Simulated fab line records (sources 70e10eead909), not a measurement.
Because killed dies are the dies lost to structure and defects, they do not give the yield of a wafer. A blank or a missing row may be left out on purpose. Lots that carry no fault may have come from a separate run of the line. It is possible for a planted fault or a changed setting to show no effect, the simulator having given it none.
Matching of chambers :: flow nand_harc :: NHARC_P_BONDPAD_ACTIVATE_29 on rie_diel-11 has 4 sister chambers
The step chemistry N2, time 60 s. 22 wafers are shown with their chamber, then 11 later ones without.

WAFERS, EACH WITH ITS CHAMBER
wafer: L074.2
chamber: 2
showerhead_plenum_p_Torr (Torr): 1.90
drypump_motor_current_A (A): 5.6
rf_vpp_V (V): 65.8

wafer: L074.3
chamber: 1
showerhead_plenum_p_Torr (Torr): 1.65
drypump_motor_current_A (A): 6.2
rf_vpp_V (V): 62.1

wafer: L074.6
chamber: 3
showerhead_plenum_p_Torr (Torr): 1.79
drypump_motor_current_A (A): 5.1
rf_vpp_V (V): 64.0

wafer: L075.2
chamber: 0
showerhead_plenum_p_Torr (Torr): 1.78
drypump_motor_current_A (A): 5.8
rf_vpp_V (V): 64.2

wafer: L075.3
chamber: 3
showerhead_plenum_p_Torr (Torr): 1.79
drypump_motor_current_A (A): 5.1
rf_vpp_V (V): 65.5

wafer: L075.5
chamber: 0
showerhead_plenum_p_Torr (Torr): 1.78
drypump_motor_current_A (A): 5.8
rf_vpp_V (V): 64.6

wafer: L080.1
chamber: 3
showerhead_plenum_p_Torr (Torr): 1.79
drypump_motor_current_A (A): 5.1
rf_vpp_V (V): 64.1

wafer: L080.2
chamber: 2
showerhead_plenum_p_Torr (Torr): 1.90
drypump_motor_current_A (A): 5.6
rf_vpp_V (V): 64.7

wafer: L080.4
chamber: 1
showerhead_plenum_p_Torr (Torr): 1.64
drypump_motor_current_A (A): 6.3
rf_vpp_V (V): 62.8

wafer: L081.2
chamber: 2
showerhead_plenum_p_Torr (Torr): 1.90
drypump_motor_current_A (A): 5.6
rf_vpp_V (V): 64.7

wafer: L081.3
chamber: 0
showerhead_plenum_p_Torr (Torr): 1.78
drypump_motor_current_A (A): 5.8
rf_vpp_V (V): 64.1

wafer: L081.5
chamber: 1
showerhead_plenum_p_Torr (Torr): 1.64
drypump_motor_current_A (A): 6.2
rf_vpp_V (V): 62.5

wafer: L082.2
chamber: 1
showerhead_plenum_p_Torr (Torr): 1.64
drypump_motor_current_A (A): 6.2
rf_vpp_V (V): 64.0

wafer: L082.4
chamber: 0
showerhead_plenum_p_Torr (Torr): 1.78
drypump_motor_current_A (A): 5.8
rf_vpp_V (V): 66.0

wafer: L082.6
chamber: 1
showerhead_plenum_p_Torr (Torr): 1.64
drypump_motor_current_A (A): 6.2
rf_vpp_V (V): 64.1

wafer: L091.1
chamber: 3
showerhead_plenum_p_Torr (Torr): 1.78
drypump_motor_current_A (A): 5.1
rf_vpp_V (V): 63.3

wafer: L091.3
chamber: 1
showerhead_plenum_p_Torr (Torr): 1.64
drypump_motor_current_A (A): 6.2
rf_vpp_V (V): 63.9

wafer: L091.6
chamber: 3
showerhead_plenum_p_Torr (Torr): 1.78
drypump_motor_current_A (A): 5.1
rf_vpp_V (V): 63.8

wafer: L092.1
chamber: 3
showerhead_plenum_p_Torr (Torr): 1.78
drypump_motor_current_A (A): 5.1
rf_vpp_V (V): 64.0

wafer: L092.2
chamber: 2
showerhead_plenum_p_Torr (Torr): 1.90
drypump_motor_current_A (A): 5.6
rf_vpp_V (V): 63.9

wafer: L092.3
chamber: 1
showerhead_plenum_p_Torr (Torr): 1.64
drypump_motor_current_A (A): 6.3
rf_vpp_V (V): 63.4

wafer: L092.4
chamber: 0
showerhead_plenum_p_Torr (Torr): 1.78
drypump_motor_current_A (A): 5.8
rf_vpp_V (V): 66.2

SIGNATURES, as means of the wafers listed above
reading: showerhead_plenum_p_Torr
chamber 0: 1.7800
chamber 1: 1.6414
chamber 2: 1.9000
chamber 3: 1.7850
scatter within a chamber: 0.00362

reading: drypump_motor_current_A
chamber 0: 5.800
chamber 1: 6.229
chamber 2: 5.600
chamber 3: 5.100
scatter within a chamber: 0.0282

reading: rf_vpp_V
chamber 0: 65.020
chamber 1: 63.257
chamber 2: 64.775
chamber 3: 64.117
scatter within a chamber: 0.83
Rule: a wafer's distance from a chamber is the root of the sum, over the readings, of the square of ((its reading less the chamber's mean) divided by the reading's scatter). If the next closest chamber is less than 2 further off than the closest, the wafer can't be placed; otherwise it belongs to the closest. The scatter: the root of (the sum of the squares of (reading less its chamber's mean) over the shown wafers, divided by (wafers less chambers)).

WAFERS WITHOUT THEIR CHAMBER
wafer: L092.5
showerhead_plenum_p_Torr (Torr): 1.78
drypump_motor_current_A (A): 5.8
rf_vpp_V (V): 62.7

wafer: L092.6
showerhead_plenum_p_Torr (Torr): 1.79
drypump_motor_current_A (A): 5.1
rf_vpp_V (V): 64.9

wafer: L093.1
showerhead_plenum_p_Torr (Torr): 1.64
drypump_motor_current_A (A): 6.2
rf_vpp_V (V): 65.5

wafer: L093.2
showerhead_plenum_p_Torr (Torr): 1.78
drypump_motor_current_A (A): 5.8
rf_vpp_V (V): 64.3

wafer: L093.6
showerhead_plenum_p_Torr (Torr): 1.78
drypump_motor_current_A (A): 5.8
rf_vpp_V (V): 63.4

wafer: L095.2
showerhead_plenum_p_Torr (Torr): 1.90
drypump_motor_current_A (A): 5.6
rf_vpp_V (V): 64.1

wafer: L095.4
showerhead_plenum_p_Torr (Torr): 1.78
drypump_motor_current_A (A): 5.8
rf_vpp_V (V): 63.0

wafer: L095.5
showerhead_plenum_p_Torr (Torr): 1.78
drypump_motor_current_A (A): 5.8
rf_vpp_V (V): 64.9

wafer: L096.2
showerhead_plenum_p_Torr (Torr): 1.78
drypump_motor_current_A (A): 5.8
rf_vpp_V (V): 64.9

wafer: L096.3
showerhead_plenum_p_Torr (Torr): 1.64
drypump_motor_current_A (A): 6.2
rf_vpp_V (V): 63.8

wafer: L096.4
showerhead_plenum_p_Torr (Torr): 1.78
drypump_motor_current_A (A): 5.1
rf_vpp_V (V): 63.5

WHICH CHAMBER EACH ONE RAN IN
wafer: L092.5
from the rows above: 0
in truth: 0

wafer: L092.6
from the rows above: 3
in truth: 3

wafer: L093.1
from the rows above: 1
in truth: 1

wafer: L093.2
from the rows above: 0
in truth: 0

wafer: L093.6
from the rows above: 0
in truth: 0

wafer: L095.2
from the rows above: 2
in truth: 2

wafer: L095.4
from the rows above: 0
in truth: 0

wafer: L095.5
from the rows above: 0
in truth: 0

wafer: L096.2
from the rows above: 0
in truth: 0

wafer: L096.3
from the rows above: 1
in truth: 1

wafer: L096.4
from the rows above: 3
in truth: 3
Placed correctly: 11 of 11. From these rows, 0 cannot be placed. 0 placed wrongly.
